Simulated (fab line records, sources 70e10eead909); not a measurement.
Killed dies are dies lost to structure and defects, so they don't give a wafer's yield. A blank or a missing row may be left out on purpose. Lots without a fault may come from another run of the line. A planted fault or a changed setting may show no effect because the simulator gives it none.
Chamber matching | flow nand_harc | NHARC_A_SGD_CUT_ETCHBACK_24 on rie_diel-04: 4 sister chambers
The step etches the open film in CH3F/O2, target depth 50 nm, time 92.857 s. 8 wafers are shown with their chamber, then 8 later ones without.

WAFERS WITH THEIR CHAMBER
wafer  | chamber | showerhead_plenum_p_Torr (Torr) | drypump_motor_current_A (A)
L081.1 | 1       | 2.38                            | 5.9
L081.4 | 2       | 2.34                            | 5.8
L089.3 | 3       | 2.36                            | 4.8
L089.6 | 1       | 2.37                            | 6.0
L088.2 | 2       | 2.34                            | 5.7
L088.4 | 0       | 2.47                            | 5.2
L088.5 | 3       | 2.36                            | 4.8
L090.3 | 0       | 2.47                            | 5.2

WAFERS WITHOUT THEIR CHAMBER
wafer  | showerhead_plenum_p_Torr (Torr) | drypump_motor_current_A (A)
L090.4 | 2.36                            | 4.8
L090.6 | 2.36                            | 4.8
L093.2 | 2.47                            | 5.2
L093.3 | 2.37                            | 5.9
L093.4 | 2.36                            | 4.8
L096.1 | 2.47                            | 5.2
L096.2 | 2.36                            | 4.8
L096.4 | 2.34                            | 5.7

WHICH CHAMBER EACH WENT THROUGH
wafer  | from the rows above | in truth
L090.4 | 3                   | 3
L090.6 | 3                   | 3
L093.2 | 0                   | 0
L093.3 | 1                   | 1
L093.4 | 3                   | 3
L096.1 | 0                   | 0
L096.2 | 3                   | 3
L096.4 | 2                   | 2
Placed correctly: 8 of 8. Can't be placed from these rows: 0. Placed wrongly: 0.
How it was worked out, from the rows above alone: a wafer's distance from a chamber is the root of the sum, over the readings, of the square of ((its reading less the chamber's mean) divided by the reading's scatter). The wafer belongs to the nearest chamber; if the next one is less than 2 further off, it can't be placed. A chamber's mean is the mean of its shown wafers. The scatter: the root of (the sum of the squares of (reading less its chamber's mean) over the shown wafers, divided by (wafers less chambers)).
